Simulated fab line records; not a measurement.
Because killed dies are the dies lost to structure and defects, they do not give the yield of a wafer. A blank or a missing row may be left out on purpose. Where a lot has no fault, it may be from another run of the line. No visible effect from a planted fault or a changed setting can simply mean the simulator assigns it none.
Matching of chambers -- flow n5-finfet -- 4 sister chambers for N5_FIN_SAQP_DESCUM_21 on rie-diel-06
The step chemistry O2, time 7.9 s. 16 wafers are shown with their chamber, then 8 later ones without.

== WAFERS PAIRED WITH THEIR CHAMBERS ==
wafer,chamber,showerhead-plenum-p-Torr (Torr),throttle-valve-pct (%),oes-product-au (a.u.)
L078.4,3,2.17,20.45,0.74
L078.5,3,2.17,20.46,0.74
L078.6,2,2.03,20.45,0.88
L081.1,1,2.03,20.69,0.80
L081.2,2,2.03,20.47,0.86
L081.6,1,2.03,20.68,0.80
L082.2,1,2.03,20.68,0.80
L082.4,3,2.17,20.47,0.73
L082.5,1,2.02,20.67,0.79
L085.2,0,2.09,20.21,0.75
L085.4,3,2.16,20.49,0.73
L085.5,3,2.16,20.48,0.73
L090.2,1,2.02,20.70,0.78
L090.3,2,2.03,20.50,0.84
L090.5,0,2.09,20.21,0.74
L091.1,0,2.09,20.24,0.74

SIGNATURES, as means of the wafers listed above
reading,chamber 0,chamber 1,chamber 2,chamber 3,scatter within a chamber
showerhead-plenum-p-Torr,2.0900,2.0260,2.0300,2.1660,0.00447
throttle-valve-pct,20.2200,20.6840,20.4733,20.4700,0.0168
oes-product-au,0.7433,0.7940,0.8600,0.7340,0.0104
Rule: a wafer's distance from a chamber is the root of the sum, over the readings, of the square of ((its reading less the chamber's mean) divided by the reading's scatter). The wafer belongs to the nearest chamber; if the next one is less than 2 further off, it can't be placed. The scatter: the root of (the sum of the squares of (reading less its chamber's mean) over the shown wafers, divided by (wafers less chambers)).

== WAFERS WITH NO CHAMBER GIVEN ==
wafer,showerhead-plenum-p-Torr (Torr),throttle-valve-pct (%),oes-product-au (a.u.)
L091.4,2.02,20.70,0.79
L091.5,2.02,20.50,0.84
L092.1,2.16,20.52,0.72
L092.2,2.02,20.70,0.78
L092.3,2.02,20.51,0.83
L096.1,2.02,20.71,0.76
L096.2,2.08,20.22,0.73
L096.4,2.16,20.52,0.71

== WHICH CHAMBER EACH WENT THROUGH ==
wafer,from the rows above,in truth
L091.4,1,1
L091.5,2,2
L092.1,3,3
L092.2,1,1
L092.3,2,2
L096.1,1,1
L096.2,0,0
L096.4,3,3
Placed correctly: 8 of 8. Left unplaced by these rows: 0. Placed wrongly: 0.
